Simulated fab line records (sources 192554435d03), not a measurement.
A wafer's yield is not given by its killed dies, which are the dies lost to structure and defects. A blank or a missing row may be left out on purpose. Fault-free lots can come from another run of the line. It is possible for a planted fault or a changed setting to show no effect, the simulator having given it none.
fab line records + flow n5-finfet
record
- lots=4
- wafers=10
- last-day=17
route steps=1938 shown SD_EPI_N@276 SD_EPI_P@295 SD_ACTIVATION@332 BEOL_M4@1111
lots that met no fault: taken from a fault-free run of the same line
start-h: hours from the record's first day to the start of the lot's first wafer shown + wait-h: hours since the lot's step before + " unchanged from the row above + L1.1+2: a single row standing in for several wafers + - no value present, or no start provided + * or withheld: withheld + < > ~ a bound
route shown NAME@n: names a module that has steps shown in the file, with the first one's number in the route + usual: average and standard deviation across the fault-free wafers + same: alike in all rows + chamber/n: place in a boat + sites: each site's reading + _std_site: standard deviation of those values + _edge_site: the outer-site mean with the inner-site mean subtracted + radius-mm: for every site, how far away it sits from the centre of the wafer + mask NAME#n: copy n + behind: the most recent tool/chamber to have shaped the wafer + hold: why the lot was held/for how many hours/how that ended + device: whichever transistor did not switch (one of n, p or np) + end of line: the same wafers' tests at the end of the route + a step with no rows: only its recipe + killed: dies that structure and defects cost at the first sort, which is not the same as the wafer's yield + map: a wafer's dies, marking killed ones x, the rest . and places with no die _
set.NAME: the setting the step ran with; set.NAME@STEP: the setting that earlier step ran with + model.NAME: the simulator's own value behind a step, which no gauge read
lots at some steps of the route; a table a step, a row a wafer
## steps
# step N5_SD_EPI_N_STRIP_36
# recipe
- chemistry=N2/H2
- temp-c=40
- n2-flow-sccm=200
- h2-flow-sccm=200
- rf-frequency-hz=6e+07
# step N5_SD_EPI_N_ETCHBACK_44
# recipe
- chemistry=CH3F/O2
- mode=anisotropic-etchback
- target=SiNx
- target-depth-a=145
- stop-on=SiO2
- over-etch-frac=0.3
- ion-energy-ev=120
- pressure-mtorr=30
- source-w=395
- bias-w=73
- Ar_flow_sccm=150
- CH3F_flow_sccm=30
- O2_flow_sccm=20
# step N5_SD_EPI_N_ETCH_45
# recipe
- chemistry=CH3F/O2
- target=SiOCN
- target-depth-a=60
- mask-material=SOC
- ion-energy-ev=60
- bias-w=29
- pressure-mtorr=15
- source-w=410
- Ar_flow_sccm=150
- CH3F_flow_sccm=30
- O2_flow_sccm=20
# step N5_SD_EPI_N_ETCH_16
# recipe
- chemistry=CHF3/O2
- target=SiO2
- target-depth-a=50
- mask-material=SOC
- pressure-mtorr=30
- source-w=650
- bias-w=170
- Ar_flow_sccm=200
- CHF3_flow_sccm=50
- O2_flow_sccm=5
- ion-energy-ev=200
# step N5_SD_EPI_N_STRIP_47
# recipe
- chemistry=CHF3/O2
- resist=SiARC
- rf-frequency-hz=6e+07
# step N5_SD_EPI_N_SD_RECESS_17
# recipe
- chemistry=HBr/Cl2/O2
- target-depth-a=410
- mask-material=SOC
- time-s=23.7
- bt-time-s=3
- pressure-mtorr=10
- icp-w=800
- bias-w=112
- HBr_flow_sccm=150
- Cl2_flow_sccm=80
- O2_flow_sccm=12
# step N5_SD_EPI_N_STRIP_38
# recipe
- chemistry=N2/H2
- power-w=1000
- temp-c=250
- h2-frac=0.65
- overash-fraction=0.3
- pressure-mtorr=withheld
- n2-flow-sccm=1750
- h2-flow-sccm=3250
# step N5_SD_EPI_N_WET_ETCH_43
# recipe
- chemistry=dHF
- dilution=withheld
- time-s=14
- target=SiO2
- target-depth-a=15
- temp-c=25
# step N5_SD_EPI_N_STRIP_18
# recipe
- chemistry=SPM
- time-s=750
- temp-c=130
- h2so4-h2o2-vol-ratio=4
# step N5_SD_EPI_N_SRD_20
# recipe
- dry=ipa-marangoni
- do-ppb=5
- time-s=30
- temp-c=23
- rinse-liquid=diw
# step N5_SD_EPI_N_PRECLEAN_48
# recipe
- chemistry=NF3:NH3
- afs-cycles=2
- temp-c=30
- time-s=20
- sublimation-temp-c=180
- sublimation-time-s=60
- pressure-torr=3
- rf-power-w=30
# step N5_SD_EPI_N_VAPOR_ETCH_50
# recipe
- chemistry=HCl
- target=Si
- temp-c=775
- time-s=54
- pressure-torr=20
- mode=isotropic
# step N5_SD_EPI_N_EPI_21
# recipe
- material=Si:P
- dopant=P
- temp-c=680
- pressure-torr=255
- time-s=690
# usual
- susceptor_temp_C_max=681.4/0.52
| lot.wafer | tool         | chamber | start-h | wait-h | susceptor_temp_C_max |
|-----------|--------------|---------|---------|--------|----------------------|
| L705.2    | epi-rpcvd-04 | 0       | 136.65  | 0.4    | 680.4                |
| L705.6    | "            | 0       | 137.77  | 1.4    | 681.0                |
| L706.1    | epi-rpcvd-04 | 0       | 140.71  | 0.1    | 681.5                |
| L706.3    | "            | 0       | "       | "      | 681.5                |
| L706.5    | "            | 0       | "       | "      | 680.8                |
| L709.1    | epi-rpcvd-04 | 0       | 151.09  | 0.1    | 681.8                |
| L709.2    | "            | 0       | "       | "      | 681.7                |
| L709.5    | "            | 0       | "       | "      | 682.2                |
| L717.3    | epi-rpcvd-03 | 0       | 192.44  | 0.9    | 682.0                |
| L717.6    | "            | 0       | 193.56  | 1.9    | 681.5                |
# step N5_SD_EPI_N_PRECLEAN_24
# recipe
- chemistry=O3/DIW
- time-s=60
- temp-c=22
- o3-ppm=10
# step N5_SD_EPI_N_SRD_25
# recipe
- time-s=30
- temp-c=23
- rinse-liquid=diw
- dry=ipa-marangoni
# step N5_SD_EPI_N_PRECLEAN_49
# recipe
- chemistry=NF3:NH3
- afs-cycles=1
- temp-c=30
- time-s=20
- sublimation-temp-c=180
- sublimation-time-s=60
- pressure-torr=3
- rf-power-w=30
# step N5_SD_EPI_N_LINER_46
# recipe
- material=SiNx
- target-thk-a=30
- temp-c=400
- ald-precursor-family=SiH2I2
- ald-co-reactant=N2/H2-plasma
- pressure-torr=2
# step N5_SD_EPI_P_COAT_34
# recipe
- resist=SOC
- temp-c=250
- time-s=60
- spin-rpm=1500
- resist-thk-nm=350
# step N5_SD_EPI_P_COAT_35
# recipe
- resist=SiARC
- temp-c=220
- time-s=60
- spin-rpm=1500
- resist-thk-nm=35
# step N5_SD_EPI_P_COAT_03
# recipe
- resist=CAR-ArF-block
- spin-rpm=1500
- resist-thk-nm=150
# step N5_SD_EPI_P_EBR_05
# recipe
- solvent=PGMEA
- ebr-width-mm=1.5
# step N5_SD_EPI_P_SOFTBAKE_04
# recipe
- temp-c=110
- time-s=60
- resist=CAR-ArF-block
# step N5_SD_EPI_P_EXPOSE_06
# recipe
- mask-id=SD_P_BLK
- na=1.35
- source-shape=conventional
- sigma-outer=0.8
- polarization=unpolarized
- target-cd-nm=240
- dose-mj=39.5
# step N5_SD_EPI_P_PEB_07
# recipe
- peb-temp-c=110
- peb-time-s=60
- resist=CAR-ArF-block
# step N5_SD_EPI_P_DEVELOP_08
# recipe
- develop-time-s=30
- developer=TMAH
- resist=CAR-ArF-block
- dev-temp-c=23
- rinse-liquid=diw
- dry=air-spin
# step N5_SD_EPI_P_DESCUM_14
# recipe
- chemistry=O2
- time-s=7.9
- source-power-w=50
- bias-power-w=20
- pressure-mtorr=20
- rf-frequency-hz=2.712e+07
- temp-c=40
- resist=CAR-ArF-block
- o2-flow-sccm=225
# step N5_SD_EPI_P_ETCH_36
# recipe
- chemistry=CF4
- target=SiARC
- target-depth-a=455
- mask-material=CAR-ArF-block
- time-s=75.8
- ion-energy-ev=80
- pressure-mtorr=40
- source-w=545
- bias-w=36
- Ar_flow_sccm=100
- cf4-flow-sccm=100
- ends=cleared
# step N5_SD_EPI_P_ETCH_37
# recipe
- chemistry=N2/H2
- target=SOC
- overetch-a=1080
- mask-material=SiARC
- temp-c=40
- ion-energy-ev=100
- source-w=3000
- bias-w=133
- pressure-mtorr=20
- time-s=486
- n2-flow-sccm=200
- h2-flow-sccm=200
- ends=end-point
# step N5_SD_EPI_P_STRIP_38
# recipe
- chemistry=N2/H2
- temp-c=40
- n2-flow-sccm=200
- h2-flow-sccm=200
- rf-frequency-hz=6e+07
# step N5_SD_EPI_P_ETCHBACK_46
# recipe
- chemistry=CH3F/O2
- mode=anisotropic-etchback
- target=SiNx
- target-depth-a=175
- stop-on=SiO2
- over-etch-frac=0.3
- ion-energy-ev=120
- pressure-mtorr=30
- source-w=395
- bias-w=73
- Ar_flow_sccm=150
- CH3F_flow_sccm=30
- O2_flow_sccm=20
# step N5_SD_EPI_P_ETCH_47
# recipe
- chemistry=CH3F/O2
- target=SiOCN
- target-depth-a=250
- mask-material=SOC
- ion-energy-ev=60
- bias-w=29
- pressure-mtorr=30
- source-w=410
- Ar_flow_sccm=150
- CH3F_flow_sccm=30
- O2_flow_sccm=20
# step N5_SD_EPI_P_ETCH_16
# recipe
- chemistry=CHF3/O2
- target=SiO2
- target-depth-a=50
- mask-material=SOC
- pressure-mtorr=30
- source-w=650
- bias-w=170
- Ar_flow_sccm=200
- CHF3_flow_sccm=50
- O2_flow_sccm=5
- ion-energy-ev=200
# step N5_SD_EPI_P_STRIP_50
# recipe
- chemistry=CHF3/O2
- resist=SiARC
- rf-frequency-hz=6e+07
# step N5_SD_EPI_P_SD_RECESS_17
# recipe
- chemistry=HBr/Cl2/O2
- target-depth-a=391
- bt-time-s=3
- pressure-mtorr=10
- icp-w=800
- bias-w=112
- HBr_flow_sccm=150
- Cl2_flow_sccm=80
- O2_flow_sccm=12
# step N5_SD_EPI_P_WET_ETCH_45
# recipe
- chemistry=dHF
- dilution=withheld
- time-s=10.7
- target=SiO2
- target-depth-a=20
- temp-c=25
- dry=ipa-marangoni
- rinse-time-s=30
- rinse-temp-c=23
# step N5_SD_EPI_P_STRIP_40
# recipe
- chemistry=N2/H2
- power-w=1000
- temp-c=250
- h2-frac=0.65
- overash-fraction=0.3
- pressure-mtorr=withheld
- n2-flow-sccm=1750
- h2-flow-sccm=3250
# step N5_SD_EPI_P_PRECLEAN_52
# recipe
- chemistry=O3/DIW
- time-s=60
- temp-c=22
- o3-ppm=10
# step N5_SD_ACTIVATION_RS_MEAS_03
# recipe
- thk-meas-gauge=four-point-probe
# usual
- RS_SD_N=21.9/0.36
- RS_SD_P=56.1/0.93
| lot.wafer | tool          | chamber | start-h | wait-h | RS_SD_N[ohm/sq] | RS_SD_P[ohm/sq] |
|-----------|---------------|---------|---------|--------|-----------------|-----------------|
| L705.2    | film-metro-01 | -       | 144.44  | 0.2    | 21.0            | 56.1            |
| L705.6    | "             | -       | "       | "      | 21.4            | 55.1            |
| L706.1    | film-metro-02 | -       | 147.65  | 0.2    | 19.6            | 55.9            |
| L706.3    | "             | -       | "       | "      | 19.3            | 55.8            |
| L706.5    | "             | -       | "       | "      | 19.6            | 55.6            |
| L709.1    | film-metro-02 | -       | 159.43  | 0.2    | 19.2            | 55.9            |
| L709.2    | "             | -       | "       | "      | 19.1            | 55.9            |
| L709.5    | "             | -       | "       | "      | 19.4            | 56.4            |
| L717.3    | film-metro-01 | -       | 200.64  | 0.2    | 21.5            | 54.1            |
| L717.6    | "             | -       | "       | "      | 21.4            | 54.1            |
# step N5_BEOL_M4_RC_MEAS_101
# usual
- DIBL_N=36.0/2
- DIBL_P=35.9/2.5
- IOFF_N=0.16/0.038
- IOFF_P=0.21/0.04
- ION_N=675/14
- ION_P=462/9.4
- RC_DENSE_N=18.8/0.67
- RC_N=15.4/0.53
- REXT_N=75.3/1.6
- RS_SD_N=28.4/0.44
- SS_N=71.5/0.75
- SS_P=73.2/0.74
- VT_N=250/3.9
- VT_P=-251/3.2
| lot.wafer | tool      | chamber | start-h | wait-h | DIBL_N[mV/V] | DIBL_P[mV/V] | IOFF_N[nA/um] | IOFF_P[nA/um] | ION_N[uA/um] | ION_P[uA/um] | RC_DENSE_N[ohm.um] | RC_N[ohm.um] | REXT_N[ohm.um] | RS_SD_N[ohm/sq] | SS_N[mV/dec] | SS_P[mV/dec] | VT_N[mV] | VT_P[mV] |
|-----------|-----------|---------|---------|--------|--------------|--------------|---------------|---------------|--------------|--------------|--------------------|--------------|----------------|-----------------|--------------|--------------|----------|----------|
| L706.1    | prober-01 | 0       | 249.48  | 0.0    | 38.1         | 35.8         | 0.21          | 0.17          | 711          | 465          | 16.9               | 13.9         | 64.2           | 25.1            | 71.4         | 72.8         | 242      | -254     |
| L706.3    | "         | 0       | "       | "      | 40.1         | 37.5         | 0.27          | 0.20          | 710          | 464          | 17.3               | 14.2         | 64.0           | 25.1            | 72.2         | 73.8         | 239      | -254     |
| L706.5    | "         | 0       | "       | "      | 40.1         | 38.8         | 0.24          | 0.21          | 721          | 463          | 17.4               | 14.1         | 65.8           | 25.4            | 72.1         | 73.6         | 242      | -255     |
| L705.2    | prober-02 | 0       | 249.62  | 0.2    | 35.8         | 38.4         | 0.15          | 0.21          | 672          | 461          | 18.4               | 15.0         | 74.4           | 27.4            | 71.3         | 73.0         | 251      | -252     |
| L705.6    | "         | 0       | "       | "      | 35.7         | 38.0         | 0.14          | 0.21          | 654          | 455          | 17.5               | 14.4         | 74.6           | 27.9            | 71.7         | 73.3         | 252      | -250     |
| L709.1    | prober-01 | 0       | 267.94  | 0.0    | 40.1         | 35.5         | 0.25          | 0.18          | 693          | 451          | 16.3               | 13.3         | 65.6           | 25.2            | 72.1         | 72.7         | 242      | -250     |
| L709.2    | "         | 0       | "       | "      | 35.2         | 33.8         | 0.17          | 0.18          | 720          | 483          | 16.0               | 12.9         | 65.4           | 25.0            | 71.1         | 72.6         | 244      | -251     |
| L709.5    | "         | 0       | "       | "      | 38.1         | 36.1         | 0.21          | 0.20          | 708          | 463          | 16.1               | 13.2         | 65.5           | 25.1            | 71.3         | 72.5         | 241      | -251     |
| L717.3    | prober-01 | 0       | 311.61  | 0.3    | 38.4         | 37.9         | 0.19          | 0.23          | 675          | 459          | 18.0               | 14.7         | 75.5           | 28.1            | 72.2         | 74.6         | 250      | -250     |
| L717.6    | "         | 0       | "       | "      | 36.5         | 35.5         | 0.15          | 0.18          | 667          | 451          | 17.9               | 14.7         | 74.6           | 27.8            | 71.5         | 72.7         | 254      | -251     |
## key
first-sign
- step=N5_SD_ACTIVATION_RS_MEAS_03
- reading=RS_SD_N
- direction=down
- sigmas=7.1
- usual=21.9
- struck=19.4
effect
- step=N5_BEOL_M4_RC_MEAS_101
- reading=RS_SD_N
- direction=down
- sigmas=7.4
- usual=28.4
- struck=25.1
effect
- step=N5_BEOL_M4_RC_MEAS_101
- reading=REXT_N
- direction=down
- sigmas=6.5
- usual=75.3
- struck=65.1
effect
- step=N5_BEOL_M4_RC_MEAS_101
- reading=RC_N
- direction=down
- sigmas=3.4
- usual=15.4
- struck=13.6
effect
- step=N5_BEOL_M4_RC_MEAS_101
- reading=RC_DENSE_N
- direction=down
- sigmas=3.3
- usual=18.8
- struck=16.7
effect
- step=N5_BEOL_M4_RC_MEAS_101
- reading=ION_N
- direction=up
- sigmas=2.5
- usual=675
- struck=711
effect
- step=N5_BEOL_M4_RC_MEAS_101
- reading=VT_N
- direction=down
- sigmas=2
- usual=250
- struck=242
effect
- step=N5_BEOL_M4_RC_MEAS_101
- reading=IOFF_N
- direction=up
- sigmas=1.6
- usual=0.16
- struck=0.22
- wafers-moved=2
met-at N5_SD_EPI_N_EPI_21
struck-wafers L706.1,L706.3,L706.5,L709.1,L709.2,L709.5
onset-between 136.65 140.71
fault
- kind=process-parameter-drift
- tool=epi-rpcvd-04
- chamber=-
- onset-h=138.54
- steps=N5_SD_EPI_N_EPI_21
- channel=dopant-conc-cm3
- offset=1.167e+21
- shape=step
- end-h=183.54
- acts-in=these-recipes-only
- stated=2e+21
